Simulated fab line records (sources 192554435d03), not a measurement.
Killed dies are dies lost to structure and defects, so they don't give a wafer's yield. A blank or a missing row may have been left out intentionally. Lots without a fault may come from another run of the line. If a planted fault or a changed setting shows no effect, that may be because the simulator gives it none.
fab line records	flow n5_finfet
[record] lots = 12	wafers = 32	last_day = 18
route steps=1938 shown BEOL_M2@911 BEOL_M4@1111 PASSIVATION@1936
lots untouched by any fault: they come from a run of this same line in which no faults occurred
start_h: hours from the record's first day to the start of the lot's first wafer shown	wait_h: hours elapsed since this lot's preceding step	" repeats the value in the row above	L1.1+2: several wafers, shown together as one row	- either no value or no given start	* or withheld: withheld	< > ~ a bound
route shown NAME@n: a module of which the file shows steps, and the number in the route of the first	usual: average and standard deviation across the fault-free wafers	same: alike in all rows	chamber/n: place in a boat	sites: readings site by site	_std_site: standard deviation across them	_edge_site: outer sites' mean less inner sites'	radius_mm: for every site, how far away it sits from the centre of the wafer	mask NAME#n: copy n	behind: the tool/chamber that last shaped the wafer	hold: cause of the lot's hold/its duration in hours/its outcome	device: the n, p or np transistor that did not switch	end of line: the same wafers' tests at the end of the route	a step without rows: its recipe alone	killed: count of dies lost to structure and defects at first sort (not the wafer's yield)	map: the dies of a wafer, with x for killed, . for not killed, _ for no die there
set.NAME: the setting the step ran with; set.NAME@STEP: the setting that earlier step ran with	model.NAME: the simulator's own value behind a step, which no gauge read
steps of the route over a sample of lots; a table a step, a row a wafer
services: when a tool's chamber went out of use (start_h, in hours from the record's first day, below 0 if earlier), for how many hours, and the reason
[[steps]]
[step N5_BEOL_M2_ANNEAL_87]
[recipe] temp_c = 400	time_s = 240	ambient = vacuum
[usual] heater_power_w = 796/82
lot.wafer	tool	chamber	start_h	wait_h	heater_power_w
L413.3	pvd_sputter-03	-	157.83	0.0	760
L413.4	"	-	"	"	671
L413.5	"	-	"	"	957
L416.1	pvd_sputter-01	-	171.42	0.0	864
L416.2	"	-	"	"	716
L416.3	"	-	"	"	790
L417.2	pvd_sputter-03	-	179.22	0.0	674
L417.5	"	-	"	"	664
L418.2	pvd_sputter-03	-	187.73	0.0	947
L418.3	"	-	"	"	702
L419.1	pvd_sputter-02	-	195.00	0.0	880
L419.6	"	-	"	"	891
L421.1	pvd_sputter-01	-	203.33	0.0	731
L421.4	"	-	"	"	891
L421.6	"	-	"	"	829
L422.1	pvd_sputter-03	-	210.32	0.0	762
L422.2	"	-	"	"	635
L423.3	pvd_sputter-03	-	227.80	0.0	762
L423.4	"	-	"	"	662
L423.6	"	-	"	"	693
L429.1	pvd_sputter-01	-	253.86	0.0	821
L429.3	"	-	"	"	803
L429.4	"	-	"	"	727
L431.2	pvd_sputter-02	-	261.72	0.0	858
L431.3	"	-	"	"	825
L431.5	"	-	"	"	790
L430.2	pvd_sputter-02	-	272.50	0.0	828
L430.4	"	-	"	"	829
L430.6	"	-	"	"	788
L434.2	pvd_sputter-02	-	290.57	0.0	767
L434.5	"	-	"	"	767
L434.6	"	-	"	"	881
[step N5_BEOL_M2_SPUTTER_88]
[recipe] material = Cu	target_thk_a = 45	temp_c = -20	chamber_pressure_pa = 0.07	power_w = withheld	time_s = 8.29
[usual] throttle_valve_pct = 29.8/0.84
lot.wafer	tool	chamber	start_h	wait_h	throttle_valve_pct
L413.3	pvd_sputter-03	-	157.97	0.1	29.7
L413.4	"	-	"	"	29.8
L413.5	"	-	"	"	29.5
L416.1	pvd_sputter-01	-	171.56	0.1	30.3
L416.2	"	-	"	"	29.7
L416.3	"	-	"	"	30.7
L417.2	pvd_sputter-03	-	185.59	6.3	31.0
L417.5	"	-	"	"	29.4
L418.2	pvd_sputter-03	-	187.87	0.1	29.4
L418.3	"	-	"	"	30.7
L419.1	pvd_sputter-02	-	195.14	0.1	28.1
L419.6	"	-	"	"	27.9
L421.1	pvd_sputter-01	-	203.49	0.1	29.4
L421.4	"	-	"	"	30.4
L421.6	"	-	"	"	29.2
L422.1	pvd_sputter-03	-	210.46	0.1	30.0
L422.2	"	-	"	"	29.4
L423.3	pvd_sputter-03	-	227.94	0.1	30.1
L423.4	"	-	"	"	29.5
L423.6	"	-	"	"	30.9
L429.1	pvd_sputter-01	-	254.00	0.1	29.1
L429.3	"	-	"	"	30.8
L429.4	"	-	"	"	29.7
L431.2	pvd_sputter-02	-	261.86	0.1	30.6
L431.3	"	-	"	"	30.9
L431.5	"	-	"	"	29.0
L430.2	pvd_sputter-02	-	272.64	0.1	30.7
L430.4	"	-	"	"	31.0
L430.6	"	-	"	"	29.0
L434.2	pvd_sputter-02	-	290.71	0.1	28.9
L434.5	"	-	"	"	29.1
L434.6	"	-	"	"	27.9
[step N5_BEOL_M2_ECD_50]
[recipe] material = Cu	target_thk_a = 3000
lot.wafer	tool	chamber	start_h	wait_h
L413.3+4+5	ecd_cu-02	0,1,0	158.99	0.1
L416.1+2+3	ecd_cu-02	1,0,1	172.56	0.1
L417.2+5	ecd_cu-01	1,0	186.58	0.1
L418.2+3	ecd_cu-02	0	188.87	0.1
L419.1+6	ecd_cu-02	1,0	196.14	0.1
L421.1+4+6	ecd_cu-02	1,0,1	204.49	0.1
L422.1+2	ecd_cu-01	1,0	211.46	0.1
L423.3+4+6	ecd_cu-01	0,1,1	228.96	0.1
L429.1+3+4	ecd_cu-02	0,0,1	254.99	0.1
L431.2+3+5	ecd_cu-02	1	262.86	0.1
L430.2+4+6	ecd_cu-01	0	273.64	0.1
L434.2+5+6	ecd_cu-02	0,1,0	291.71	0.1
[step N5_BEOL_M2_CMP_52]
[recipe] stop_on = SiOC	t_overpolish_s = 6.8	down_force_psi = 1	platen_rpm = 50	clearing_platen_down_force_psi = 1.5	clearing_platen_rpm = 50	post_cmp_clean = cu_alkaline	target_thk_nm = 40	clearing_platen_pad_velocity_m_s = 0.99484	pad_velocity_m_s = 0.99484
[usual] motor_current_A = 6.0/0.63	time_to_endpoint_s = 63/3.5
lot.wafer	tool	chamber	start_h	wait_h	motor_current_A	time_to_endpoint_s
L413.4	cmp-04	3	159.46	0.2	6.2	63
L413.3	"	1	"	"	6.8	63
L413.5	"	2	"	"	5.7	68
L416.1	cmp-01	0	172.93	0.3	5.4	67
L416.2	"	1	"	"	5.1	63
L416.3	"	3	"	"	6.5	62
L417.2	cmp-04	0	187.23	0.2	5.6	60
L417.5	"	0	"	"	5.6	61
L418.3	cmp-04	2	189.38	0.2	5.2	66
L418.2	"	1	"	"	6.5	62
L419.1	cmp-04	2	196.84	0.6	5.3	61
L419.6	"	1	"	"	6.5	57
L421.4	cmp-01	3	204.92	0.2	7.5	66
L421.1	"	0	"	"	5.6	70
L421.6	"	2	"	"	6.7	64
L422.2	cmp-01	2	211.92	0.3	6.3	62
L422.1	"	3	"	"	6.7	66
L423.4	cmp-01	2	229.32	0.1	6.2	62
L423.3	"	0	"	"	5.4	68
L423.6	"	2	"	"	6.5	59
L429.4	cmp-01	1	255.45	0.2	5.1	0
L429.1	"	2	"	"	6.3	0
L429.3	"	3	"	"	6.7	0
L431.3	cmp-01	3	263.29	0.2	6.6	2
L431.2	"	1	"	"	5.0	0
L431.5	"	2	"	"	6.0	0
L430.2	cmp-02	3	274.02	0.2	5.3	0
L430.4	"	0	"	"	6.8	0
L430.6	"	0	"	"	6.8	0
L434.2	cmp-02	1	292.30	0.3	6.5	59
L434.6	"	3	"	"	5.3	53
L434.5	"	0	"	"	6.7	61
[step N5_BEOL_M4_RC_MEAS_101]
[usual] DIBL_N = 37.4/2.1	DIBL_P = 37.8/2.5	IOFF_N = 0.19/0.045	IOFF_P = 0.24/0.05	ION_N = 682/16	ION_P = 467/11	SS_N = 71.9/0.67	SS_P = 73.6/0.76	VT_N = 247/3.6	VT_P = -248/3.6
lot.wafer	tool	chamber	start_h	wait_h	DIBL_N[mV/V]	DIBL_P[mV/V]	IOFF_N[nA/um]	IOFF_P[nA/um]	ION_N[uA/um]	ION_P[uA/um]	SS_N[mV/dec]	SS_P[mV/dec]	VT_N[mV]	VT_P[mV]
L413.3	prober-02	0	185.35	0.3	35.1	34.3	0.15	0.19	694	475	71.3	72.7	249	-252
L413.4	"	0	"	"	37.9	36.8	0.19	0.22	690	465	72.0	73.8	244	-249
L413.5	"	0	"	"	36.0	33.6	0.14	0.18	650	447	72.1	73.1	253	-252
L416.1	prober-02	0	191.10	0.0	38.9	39.8	0.23	0.29	704	477	73.0	74.0	242	-244
L416.2	"	0	"	"	35.4	36.1	0.16	0.22	665	459	72.0	73.6	245	-246
L416.3	"	0	"	"	33.9	34.6	0.13	0.20	682	477	71.7	72.8	250	-250
L417.2	prober-02	0	212.62	0.2	36.2	37.4	0.16	0.22	689	470	71.4	73.9	247	-248
L417.5	"	0	"	"	35.6	36.6	0.16	0.21	695	473	72.0	73.1	249	-249
L418.2	prober-02	0	215.91	0.2	38.6	38.7	0.20	0.21	692	458	72.2	74.4	246	-255
L418.3	"	0	"	"	36.3	36.8	0.16	0.19	667	448	72.1	73.4	246	-254
L419.1	prober-01	0	217.65	0.0	40.9	43.1	0.31	0.38	709	491	72.6	75.3	238	-241
L419.6	"	0	"	"	36.3	36.8	0.18	0.25	711	492	71.1	73.5	247	-245
L421.1	prober-01	0	231.84	0.0	37.0	37.4	0.17	0.23	688	469	71.7	73.8	249	-246
L421.4	"	0	"	"	42.1	43.0	0.29	0.36	691	468	72.6	74.5	244	-241
L421.6	"	0	"	"	38.8	39.4	0.19	0.26	669	458	71.3	73.7	249	-245
L422.1	prober-01	0	237.62	0.0	39.5	38.9	0.24	0.29	695	475	72.4	74.2	243	-245
L422.2	"	0	"	"	35.7	35.8	0.16	0.22	697	478	71.2	72.9	247	-246
L423.3	prober-01	0	245.91	0.3	41.3	43.0	0.24	0.33	676	463	72.7	74.0	245	-246
L423.4	"	0	"	"	40.2	42.4	0.24	0.32	695	479	72.9	74.7	245	-247
L423.6	"	0	"	"	39.6	40.5	0.23	0.28	713	481	72.3	74.7	245	-246
L434.2	prober-02	0	330.09	0.2	32.9	33.6	0.11	0.19	677	477	70.8	72.6	253	-247
L434.5	"	0	"	"	37.6	38.6	0.20	0.29	699	483	72.1	74.1	245	-245
L434.6	"	0	"	"	31.9	32.6	0.10	0.18	665	468	71.5	72.6	257	-248
[step N5_PASSIVATION_PROBE_49]
[usual] defect_limited_yield = 90.9/1.6	killed_at_M0_to_M3 = 34/10	killed_at_M4_up = 13/5.4	killed_at_contacts = 13/6	killed_at_front_end = 42/13	killed_at_other = 4/3.2	killed_dies = 107/18	killed_on_rim = 14/4.2	killed_open = 69/14	killed_short = 35/7.7	sort_bin_4_leakage = 0.02/0.17	sort_bin_5_function = 5.3/1	sort_bin_6_memory = 3.3/0.75	sort_n_pass = 1073/19	sort_yield_pct = 90.9/1.6
[same] gross_dies = 1180	killed_at_back_side = 0	sort_bin_8_speed[%] = 0
lot.wafer	tool	chamber	start_h	wait_h	defect_limited_yield[%]	killed_at_M0_to_M3	killed_at_M4_up	killed_at_contacts	killed_at_front_end	killed_at_other	killed_dies	killed_on_rim	killed_open	killed_short	sort_bin_4_leakage[%]	sort_bin_5_function[%]	sort_bin_6_memory[%]	sort_n_pass	sort_yield_pct[%]
L413.3	prober-01	-	287.61	0.1	93.4	25	14	15	23	1	78	12	55	22	0	3.1	3.2	1102	93.4
L413.4	prober-01	-	287.66	0.2	91.9	30	13	17	32	3	95	9	58	34	0	5.3	2.6	1085	91.9
L413.5	prober-01	-	287.71	0.2	91.8	37	12	13	32	3	97	14	61	35	0	3.9	3.8	1083	91.8
L416.1	prober-01	-	289.50	0.0	91.5	36	16	9	34	5	100	14	73	27	0	5.3	2.9	1080	91.5
L416.2	prober-01	-	289.55	0.1	91.9	35	7	18	33	3	96	11	57	38	0	4.2	3.4	1084	91.9
L416.3	prober-01	-	289.60	0.1	91.1	42	14	12	28	9	105	10	67	35	0	5.8	3.0	1075	91.1
L417.2	prober-01	-	304.92	0.1	93.0	25	7	22	26	3	83	13	59	24	0	4.4	2.6	1097	93.0
L417.5	prober-01	-	305.07	0.2	94.0	27	6	10	25	3	71	12	50	20	0	3.7	2.2	1109	94.0
L418.2	prober-02	-	315.63	0.1	90.3	29	8	7	69	2	115	15	86	29	0	5.6	4.1	1065	90.3
L418.3	prober-02	-	315.68	0.1	90.3	45	16	15	36	2	114	13	69	42	0	5.8	3.5	1066	90.3
L419.1	prober-02	-	327.01	0.0	91.3	28	14	18	31	12	103	11	74	27	0.93	5.6	3.0	1066	90.3
L419.6	prober-02	-	327.26	0.3	91.0	37	16	15	34	4	106	10	67	38	0	5.7	3.2	1074	91.0
L422.1	prober-02	-	341.94	0.0	93.7	22	18	8	24	2	74	6	54	20	0	3.9	2.2	1106	93.7
L422.2	prober-02	-	341.99	0.1	91.9	39	13	13	28	2	95	8	63	31	0	5.2	2.7	1085	91.9
L421.1	prober-01	-	342.57	0.0	89.4	22	17	18	61	7	125	17	79	42	0	6.2	3.9	1055	89.4
L421.4	prober-01	-	342.72	0.2	90.6	35	11	21	43	1	111	13	77	34	0	5.9	3.1	1069	90.6
L421.6	prober-01	-	342.82	0.3	91.1	36	6	18	43	2	105	14	64	40	0	5.8	2.5	1075	91.1
L423.3	prober-01	-	353.38	0.1	89.9	38	22	10	46	3	119	12	68	47	0	6.9	2.8	1061	89.9
L423.4	prober-01	-	353.43	0.2	90.3	48	7	19	39	2	115	17	74	41	0	5.8	3.4	1065	90.3
L423.6	prober-01	-	353.53	0.3	88.9	34	25	22	48	2	131	14	86	42	0	6.4	4.2	1049	88.9
L431.2	prober-01	-	394.95	0.1	0	1105	14	15	45	1	1180	152	58	40	0	97.1	2.7	0	0
L431.3	prober-01	-	395.00	0.1	0	1099	15	14	50	2	1180	152	83	48	0	95.4	4.2	0	0
L431.5	prober-01	-	395.10	0.2	0	1103	14	8	54	1	1180	152	63	42	0	96.4	3.0	0	0
L429.1	prober-02	-	407.78	0.0	0	1117	11	17	35	0	1180	152	56	30	0	96.8	3.1	0	0
L429.3	prober-02	-	407.88	0.1	0	1087	21	17	54	1	1180	152	99	30	0	95.5	4.2	0	0
L429.4	prober-02	-	407.93	0.2	0	1108	15	11	45	1	1180	152	56	39	0	96.7	3.1	0	0
L430.2	prober-02	-	420.85	0.1	0	1102	16	6	55	1	1180	152	71	36	0	96.0	3.6	0	0
L430.4	prober-02	-	420.95	0.2	0	1109	6	25	31	9	1180	152	70	41	0	95.4	4.1	0	0
L430.6	prober-02	-	421.05	0.3	0	1113	12	13	39	3	1180	152	52	30	0	96.7	3.2	0	0
L434.2	prober-02	-	432.52	0.1	89.7	24	17	8	65	7	121	19	72	43	0	5.8	4.3	1059	89.7
L434.5	prober-02	-	432.67	0.2	89.4	19	14	27	59	6	125	24	81	38	0	6.2	4.2	1055	89.4
L434.6	prober-02	-	432.72	0.3	89.1	33	17	21	48	10	129	17	86	36	0	5.5	5.1	1051	89.1
// killed by level:class
L413.3 MOL_CONTACT_COAG:geometric_particle:open=13 FIN_SAQP:geometric_particle:short=10 BEOL_M2:geometric_particle:open=8 BEOL_M0_SAQP:geometric_particle:open=5 STI_FIN_REVEAL:geometric_particle:open=4 BEOL_M5:geometric_particle:open=4 ILD0:geometric_particle:open=3 BEOL_M1:geometric_particle:open=3
L413.4 MOL_CONTACT_COAG:geometric_particle:open=11 BEOL_M1:geometric_particle:open=8 BEOL_M2:geometric_particle:open=7 MOL_CONTACT_COAG:geometric_particle:short=6 FIN_SAQP:geometric_particle:short=4 STI_FIN_REVEAL:geometric_particle:open=4 DUMMY_GATE:geometric_particle:open=4 BEOL_M0_SAQP:geometric_particle:short=4
L413.5 BEOL_M1:geometric_particle:open=13 MOL_CONTACT_COAG:geometric_particle:open=11 BEOL_M0_SAQP:geometric_particle:short=10 ILD0:geometric_particle:open=7 ILD0:geometric_particle:short=6 FIN_SAQP:geometric_particle:short=5 BEOL_M0_SAQP:geometric_particle:open=5 BEOL_M1:geometric_particle:short=5
L416.1 BEOL_M2:geometric_particle:open=14 FIN_SAQP:geometric_particle:open=8 BEOL_M3:geometric_particle:open=8 MOL_CONTACT_COAG:geometric_particle:open=7 BEOL_M0_SAQP:geometric_particle:open=6 BEOL_M5:geometric_particle:open=6 FIN_SAQP:geometric_particle:short=5 BEOL_M0_SAQP:geometric_particle:short=5
L416.2 MOL_CONTACT_COAG:geometric_particle:open=16 BEOL_M0_SAQP:geometric_particle:short=15 BEOL_M0_SAQP:geometric_particle:open=10 FIN_SAQP:geometric_particle:short=6 DUMMY_GATE:geometric_particle:open=6 ILD0:geometric_particle:short=5 ILD0:geometric_particle:open=4 GATE_CUT:geometric_particle:short=3
L416.3 MOL_CONTACT_COAG:geometric_particle:open=9 BEOL_M0_SAQP:geometric_particle:short=9 BEOL_M0_SAQP:geometric_particle:open=9 BEOL_M2:geometric_particle:open=7 BEOL_M3:geometric_particle:open=6 FIN_SAQP:geometric_particle:short=5 BEOL_M1:geometric_particle:open=5 DUMMY_GATE:geometric_particle:short=4
L417.2 MOL_CONTACT_COAG:geometric_particle:open=18 STI_FIN_REVEAL:geometric_particle:open=9 BEOL_M0:geometric_particle:open=6 GATE_CUT:geometric_particle:short=5 BEOL_M0_SAQP:geometric_particle:short=5 MOL_CONTACT_COAG:geometric_particle:short=4 BEOL_M1:geometric_particle:open=4 BEOL_M3:geometric_particle:open=4
L417.5 MOL_CONTACT_COAG:geometric_particle:open=8 STI_FIN_REVEAL:geometric_particle:open=7 BEOL_M2:geometric_particle:open=6 GATE_CUT:geometric_particle:short=4 BEOL_M0_SAQP:geometric_particle:open=4 BEOL_M0_SAQP:geometric_particle:short=4 BEOL_M1:geometric_particle:open=4 BEOL_M3:geometric_particle:open=4
L418.2 STI_FIN_REVEAL:geometric_particle:open=33 STI_FIN_REVEAL:geometric_particle:short=9 FIN_SAQP:geometric_particle:short=8 FIN_SAQP:geometric_particle:open=7 BEOL_M1:geometric_particle:open=6 BEOL_M0_SAQP:geometric_particle:open=5 BEOL_M0:geometric_particle:open=5 BEOL_M2:geometric_particle:open=5
L418.3 BEOL_M0_SAQP:geometric_particle:short=10 MOL_CONTACT_COAG:geometric_particle:open=10 BEOL_M0_SAQP:geometric_particle:open=9 STI_FIN_REVEAL:geometric_particle:open=8 BEOL_M3:geometric_particle:open=7 BEOL_M4:geometric_particle:open=7 FIN_SAQP:geometric_particle:open=6 BEOL_M0:geometric_particle:short=6
L419.1 MOL_CONTACT_COAG:geometric_particle:open=13 STI_FIN_REVEAL:geometric_particle:open=12 BEOL_M4:geometric_particle:open=10 BEOL_M0_SAQP:geometric_particle:open=8 BEOL_M2:geometric_particle:open=6 BEOL_M1:geometric_particle:open=6 FIN_SAQP:geometric_particle:short=5 MOL_CONTACT_COAG:geometric_particle:short=5
L419.6 MOL_CONTACT_COAG:geometric_particle:open=10 BEOL_M4:geometric_particle:open=10 FIN_SAQP:geometric_particle:open=9 BEOL_M3:geometric_particle:open=8 BEOL_M0_SAQP:geometric_particle:short=8 FIN_SAQP:geometric_particle:short=6 STI_FIN_REVEAL:geometric_particle:open=6 BEOL_M0_SAQP:geometric_particle:open=6
L422.1 BEOL_M4:geometric_particle:open=11 STI_FIN_REVEAL:geometric_particle:open=9 BEOL_M0_SAQP:geometric_particle:open=6 MOL_CONTACT_COAG:geometric_particle:open=5 DUMMY_GATE:geometric_particle:open=4 STARTING-WAFER:geometric_particle:short=4 MOL_CONTACT_COAG:geometric_particle:short=3 BEOL_M0_SAQP:geometric_particle:short=3
L422.2 BEOL_M2:geometric_particle:open=12 DUMMY_GATE:geometric_particle:open=9 MOL_CONTACT_COAG:geometric_particle:open=9 BEOL_M4:geometric_particle:open=7 BEOL_M0_SAQP:geometric_particle:open=6 BEOL_M0_SAQP:geometric_particle:short=6 MOL_CONTACT_COAG:geometric_particle:short=4 FIN_SAQP:geometric_particle:short=3
L421.1 STI_FIN_REVEAL:geometric_particle:open=16 FIN_SAQP:geometric_particle:open=14 MOL_CONTACT_COAG:geometric_particle:open=14 FIN_SAQP:geometric_particle:short=11 BEOL_M0_SAQP:geometric_particle:short=5 GATE_CUT:geometric_particle:open=5 BEOL_M2:geometric_particle:open=5 GATE_CUT:geometric_particle:short=4
L421.4 MOL_CONTACT_COAG:geometric_particle:open=17 STI_FIN_REVEAL:geometric_particle:open=10 BEOL_M2:geometric_particle:open=8 DUMMY_GATE:geometric_particle:open=7 FIN_SAQP:geometric_particle:open=6 BEOL_M3:geometric_particle:short=6 STARTING-WAFER:geometric_particle:short=6 FIN_SAQP:geometric_particle:short=5
L421.6 MOL_CONTACT_COAG:geometric_particle:open=14 FIN_SAQP:geometric_particle:open=13 FIN_SAQP:geometric_particle:short=9 BEOL_M0_SAQP:geometric_particle:open=9 DUMMY_GATE:geometric_particle:open=8 BEOL_M0_SAQP:geometric_particle:short=7 BEOL_M2:geometric_particle:open=5 BEOL_M2:geometric_particle:short=4
L423.3 BEOL_M0_SAQP:geometric_particle:short=16 FIN_SAQP:geometric_particle:open=12 FIN_SAQP:geometric_particle:short=9 BEOL_M1:geometric_particle:open=8 BEOL_M4:geometric_particle:open=8 STI_FIN_REVEAL:geometric_particle:open=7 MOL_CONTACT_COAG:geometric_particle:open=7 BEOL_M0_SAQP:geometric_particle:open=7
L423.4 MOL_CONTACT_COAG:geometric_particle:open=15 BEOL_M0_SAQP:geometric_particle:short=15 FIN_SAQP:geometric_particle:open=14 FIN_SAQP:geometric_particle:short=10 BEOL_M0_SAQP:geometric_particle:open=8 BEOL_M3:geometric_particle:open=7 BEOL_M2:geometric_particle:open=5 STI_FIN_REVEAL:geometric_particle:open=5
L423.6 MOL_CONTACT_COAG:geometric_particle:open=15 STI_FIN_REVEAL:geometric_particle:open=11 BEOL_M4:geometric_particle:open=10 MOL_CONTACT_COAG:geometric_particle:short=7 BEOL_M0_SAQP:geometric_particle:short=7 BEOL_M3:geometric_particle:open=7 FIN_SAQP:geometric_particle:short=6 DUMMY_GATE:geometric_particle:open=5
L431.2 BEOL_M2:area_ecd=1080 FIN_SAQP:geometric_particle:open=13 FIN_SAQP:geometric_particle:short=13 MOL_CONTACT_COAG:geometric_particle:open=11 BEOL_M0:geometric_particle:open=7 BEOL_M3:geometric_particle:open=7 MOL_CONTACT_COAG:geometric_particle:short=4 BEOL_M0_SAQP:geometric_particle:short=3
L431.3 BEOL_M2:area_ecd=1048 BEOL_M3:geometric_particle:open=16 MOL_CONTACT_COAG:geometric_particle:open=12 BEOL_M1:geometric_particle:open=11 FIN_SAQP:geometric_particle:short=10 FIN_SAQP:geometric_particle:open=10 BEOL_M0_SAQP:geometric_particle:short=9 BEOL_M0_SAQP:geometric_particle:open=7
L431.5 BEOL_M2:area_ecd=1070 FIN_SAQP:geometric_particle:open=12 FIN_SAQP:geometric_particle:short=11 DUMMY_GATE:geometric_particle:open=8 BEOL_M0_SAQP:geometric_particle:short=8 STARTING-WAFER:geometric_particle:open=7 MOL_CONTACT_COAG:geometric_particle:open=6 BEOL_M0_SAQP:geometric_particle:open=6
L429.1 BEOL_M2:area_ecd=1089 MOL_CONTACT_COAG:geometric_particle:open=14 FIN_SAQP:geometric_particle:open=8 BEOL_M1:geometric_particle:open=7 BEOL_M3:geometric_particle:short=7 STI_FIN_REVEAL:geometric_particle:open=6 BEOL_M0_SAQP:geometric_particle:short=6 BEOL_M4:geometric_particle:open=4
L429.3 BEOL_M2:area_ecd=1048 STI_FIN_REVEAL:geometric_particle:open=17 BEOL_M0_SAQP:geometric_particle:open=15 MOL_CONTACT_COAG:geometric_particle:open=13 FIN_SAQP:geometric_particle:open=12 BEOL_M0_SAQP:geometric_particle:short=9 BEOL_M7:geometric_particle:open=7 FIN_SAQP:geometric_particle:short=6
L429.4 BEOL_M2:area_ecd=1084 MOL_CONTACT_COAG:geometric_particle:open=10 DUMMY_GATE:geometric_particle:open=7 BEOL_M2:geometric_particle:short=7 FIN_SAQP:geometric_particle:short=5 FIN_SAQP:geometric_particle:open=5 STARTING-WAFER:geometric_particle:short=5 STI_FIN_REVEAL:geometric_particle:open=5
L430.2 BEOL_M2:area_ecd=1071 FIN_SAQP:geometric_particle:short=12 STI_FIN_REVEAL:geometric_particle:open=11 FIN_SAQP:geometric_particle:open=7 BEOL_M1:geometric_particle:open=7 DUMMY_GATE:geometric_particle:open=6 BEOL_M3:geometric_particle:open=6 MOL_CONTACT_COAG:geometric_particle:open=5
L430.4 BEOL_M2:area_ecd=1069 MOL_CONTACT_COAG:geometric_particle:open=20 FIN_SAQP:geometric_particle:short=8 STI_FIN_REVEAL:geometric_particle:open=7 BEOL_M0_SAQP:geometric_particle:short=7 BEOL_M2:geometric_particle:open=7 BEOL_M3:geometric_particle:open=7 BEOL_M0_SAQP:geometric_particle:open=6
L430.6 BEOL_M2:area_ecd=1096 FIN_SAQP:geometric_particle:open=13 MOL_CONTACT_COAG:geometric_particle:open=10 FIN_SAQP:geometric_particle:short=9 BEOL_M4:geometric_particle:short=7 STI_FIN_REVEAL:geometric_particle:open=4 DUMMY_GATE:geometric_particle:open=4 BEOL_M2:geometric_particle:open=4
L434.2 FIN_SAQP:geometric_particle:short=18 STI_FIN_REVEAL:geometric_particle:open=16 BEOL_M3:geometric_particle:open=16 BEOL_M4:geometric_particle:open=8 FIN_SAQP:geometric_particle:open=6 STI_FIN_REVEAL:geometric_particle:short=6 MOL_CONTACT_COAG:geometric_particle:open=6 DUMMY_GATE:geometric_particle:open=5
L434.5 MOL_CONTACT_COAG:geometric_particle:open=20 FIN_SAQP:geometric_particle:open=15 STI_FIN_REVEAL:geometric_particle:open=11 BEOL_M4:geometric_particle:open=8 FIN_SAQP:geometric_particle:short=7 MOL_CONTACT_COAG:geometric_particle:short=7 GATE_CUT:geometric_particle:short=5 BEOL_M2:geometric_particle:open=5
L434.6 STI_FIN_REVEAL:geometric_particle:open=15 MOL_CONTACT_COAG:geometric_particle:open=15 FIN_SAQP:geometric_particle:open=11 BEOL_M2:geometric_particle:short=10 BEOL_M3:geometric_particle:open=8 BEOL_M4:geometric_particle:open=8 FIN_SAQP:geometric_particle:short=6 MOL_CONTACT_COAG:geometric_particle:short=5
[[services]]
tool	chamber	start_h	hours	kind
cmp-04	-	146.17	0.8	repair
cmp-01	-	147.64	1.0	repair
ecd_cu-01	-	162.35	0.4	repair
ecd_cu-01	-	164.86	1.7	repair
cmp-02	-	173.98	0.5	repair
cmp-02	-	191.17	9.8	repair
cmp-01	-	195.35	3.5	repair
cmp-04	-	199.06	17.2	pm
ecd_cu-01	-	221.68	0.9	repair
cmp-04	-	224.79	1.5	repair
cmp-01	-	228.23	0.9	repair
cmp-01	-	230.09	1.5	repair
cmp-02	-	239.41	4.0	pm
cmp-02	-	243.41	-	consumable_replace:conditioner
cmp-02	-	243.41	-	consumable_replace:pad
ecd_cu-01	-	251.17	2.8	repair
cmp-01	-	259.16	1.2	repair
cmp-02	-	263.19	4.4	pm
cmp-04	-	263.30	0.7	repair
cmp-01	-	281.15	0.8	repair
cmp-04	-	285.55	4.0	pm
cmp-04	-	289.55	-	consumable_replace:conditioner
cmp-04	-	289.55	-	consumable_replace:pad
[[key]]
[first_sign] step = N5_BEOL_M2_CMP_52	reading = time_to_endpoint_s	direction = down	sigmas = 18	usual = *	struck = *
[effect] step = N5_PASSIVATION_PROBE_49	reading = killed_at_M0_to_M3	direction = up	sigmas = 99+	usual = 34	struck = 1105
[more_kills_born_at] N5_BEOL_M2_ECD_50@ecd_cu-02 = 6418	N5_BEOL_M2_ECD_50@ecd_cu-01 = 3234
met_at N5_BEOL_M2_ECD_50
struck_lots L429,L430,L431
later_rows_left_out L429.1,L429.3,L429.4,L430.2,L430.4,L430.6,L431.2,L431.3,L431.5
not_acting_at N5_BEOL_M2_ANNEAL_87,N5_BEOL_M2_SPUTTER_88
onset_between 228.96 254.99
[fault] kind = skipped_step_whole	tool = ecd_cu-01,ecd_cu-02	chamber = -	onset_h = 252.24	steps = N5_BEOL_M2_ECD_50	scope = struck_lots_only
// later_rows_left_out: the simulator's readings of these wafers behind a module that went badly wrong aren't trusted and aren't shown, but for the sort
